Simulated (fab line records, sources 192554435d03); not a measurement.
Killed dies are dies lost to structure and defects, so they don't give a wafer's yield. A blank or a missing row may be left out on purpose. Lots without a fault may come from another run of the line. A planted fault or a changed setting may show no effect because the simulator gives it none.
Chamber matching | flow n5_finfet | N5_BEOL_M11_CURE_71 on uv_cure-01: 3 sister chambers
The step cures SiCOH lowk, time 240 s. 6 wafers are shown with their chamber, then 12 later ones without.

WAFERS WITH THEIR CHAMBER
wafer  | chamber | wafer_temp_C_max | lamp_power_pct (%)
L080.5 | 0       | 386.3            | 52.34
L080.6 | 0       | 387.1            | 52.22
L085.4 | 1       | 386.1            | 52.32
L085.5 | 1       | 386.4            | 52.31
L088.2 | 2       | 386.8            | 52.29
L088.6 | 2       | 387.5            | 52.27

WAFERS WITHOUT THEIR CHAMBER
wafer  | wafer_temp_C_max | lamp_power_pct (%)
L087.1 | 386.6            | 52.17
L087.2 | 387.9            | 52.36
L087.5 | 386.6            | 52.31
L094.3 | 386.2            | 52.37
L094.4 | 385.2            | 52.41
L094.5 | 386.1            | 52.31
L096.1 | 387.5            | 52.35
L096.5 | 387.0            | 52.46
L096.6 | 387.7            | 52.30
L096.2 | 387.3            | 52.26
L096.3 | 387.2            | 52.32
L096.4 | 387.2            | 52.26

WHICH CHAMBER EACH WENT THROUGH
wafer  | from the rows above          | in truth
L087.1 | can't be placed: 0 or 2 or 1 | 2
L087.2 | can't be placed: 2 or 0 or 1 | 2
L087.5 | can't be placed: 0 or 1 or 2 | 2
L094.3 | can't be placed: 1 or 0 or 2 | 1
L094.4 | can't be placed: 1 or 0      | 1
L094.5 | can't be placed: 1 or 0      | 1
L096.1 | can't be placed: 2 or 0 or 1 | 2
L096.5 | can't be placed: 1 or 2 or 0 | 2
L096.6 | can't be placed: 2 or 0 or 1 | 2
L096.2 | can't be placed: 2 or 0      | 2
L096.3 | can't be placed: 2 or 0 or 1 | 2
L096.4 | can't be placed: 2 or 0 or 1 | 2
Placed correctly: 0 of 12. Can't be placed from these rows: 12 (the true chamber is among the candidates in 12). Placed wrongly: 0.
How it was worked out, from the rows above alone: a wafer's distance from a chamber is the root of the sum, over the readings, of the square of ((its reading less the chamber's mean) divided by the reading's scatter). The wafer belongs to the nearest chamber; if the next one is less than 2 further off, it can't be placed. A chamber's mean is the mean of its shown wafers. The scatter: the root of (the sum of the squares of (reading less its chamber's mean) over the shown wafers, divided by (wafers less chambers)).
